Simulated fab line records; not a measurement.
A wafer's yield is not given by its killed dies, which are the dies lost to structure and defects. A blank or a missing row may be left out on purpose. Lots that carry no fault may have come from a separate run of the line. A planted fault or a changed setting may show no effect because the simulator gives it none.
One fault seen from 3 desks || flow nand harc || each desk holds nothing but its own numbers, with what lay behind them at the end

FOR THE TOOL OWNER'S DESK: rie diel-01
The tool's own readings at NHARC_P_M1_ETCH_15 (etches the open film in C4F8/Ar, target depth 182.5 nm, time 91.2 s): means of the sampled wafers that have a number, for each lot that ran on this tool. Marked OUT: a lot whose mean sits more than 4 standard deviations from the usual mean, which makes it out of limits; the brackets give that distance.
Columns: A = oes product au at NHARC_P_M1_ETCH_15, usual 0.957 a.u.; B = rf fwd power W at NHARC_P_M1_ETCH_15, usual 596.0 W; C = rf vpp V at NHARC_P_M1_ETCH_15, usual 441.1 V
{"lot": "L331", "first seen here": "day 8 04:04", "A": 0.934, "B": 594.0, "C": 442.4}
{"lot": "L334", "first seen here": "day 9 03:57", "A": 0.913, "B": 596.4, "C": 444.1}
This desk's verdict: no lot among the 2 shows anything out of limits.

THE DEFECT DESK
Lot by lot, what the route's inspections counted, given as the mean of those sampled wafers with a number. Marked OUT: a lot whose mean sits more than 4 standard deviations from the usual mean, which makes it out of limits; the brackets give that distance.
Columns: A = raw defect count at NHARC_P_M1_INSPECT_11, usual 3.7
{"lot": "L325", "first seen here": "day 6 18:37", "A": 2.0}
{"lot": "L331", "first seen here": "day 8 03:50", "A": 5.7}
{"lot": "L334", "first seen here": "day 9 03:14", "A": 3.0}
{"lot": "L343", "first seen here": "day 11 00:02", "A": 4.0}
{"lot": "L344", "first seen here": "day 11 15:05", "A": 8.3}
This desk's verdict: no lot among the 5 shows anything out of limits.

FROM THE METROLOGY DESK
Means of the sampled wafers that have a number, per lot and without regard to the tool the lot ran on: this is what the gauges read. Marked OUT: a lot whose mean sits more than 4 standard deviations from the usual mean, which makes it out of limits; the brackets give that distance.
Columns: A = cd nm at NHARC_P_M1_CD_MEAS_09, usual 129.5 nm; B = overlay x nm at NHARC_P_M1_OVL_MEAS_10, usual 0.2 nm; C = overlay y nm at NHARC_P_M1_OVL_MEAS_10, usual 0.0 nm; D = cd nm at NHARC_P_M1_CD_MEAS_16, usual 129.4 nm
{"lot": "L325", "first seen here": "day 6 18:29", "A": 129.4, "B": 0.5, "C": -0.3, "D": 128.7}
{"lot": "L331", "first seen here": "day 8 03:43", "A": 128.9, "B": -0.5, "C": -1.2, "D": 128.9}
{"lot": "L334", "first seen here": "day 9 03:07", "A": 129.2, "B": -1.0, "C": -0.8, "D": 129.2}
{"lot": "L343", "first seen here": "day 10 23:55", "A": 129.3, "B": 1.6, "C": -0.1, "D": 128.2}
{"lot": "L344", "first seen here": "day 11 14:58", "A": 130.7, "B": 0.9, "C": -0.6, "D": 130.2}
This desk's verdict: no lot among the 5 shows anything out of limits.

PUT TOGETHER
The tool owner's desk saw nothing out of limits.
Nothing the defect desk looked at was out of limits.
Nothing out of limits was seen by the metrology desk.

WHAT HAD BEEN PUT IN BY THE SIMULATOR
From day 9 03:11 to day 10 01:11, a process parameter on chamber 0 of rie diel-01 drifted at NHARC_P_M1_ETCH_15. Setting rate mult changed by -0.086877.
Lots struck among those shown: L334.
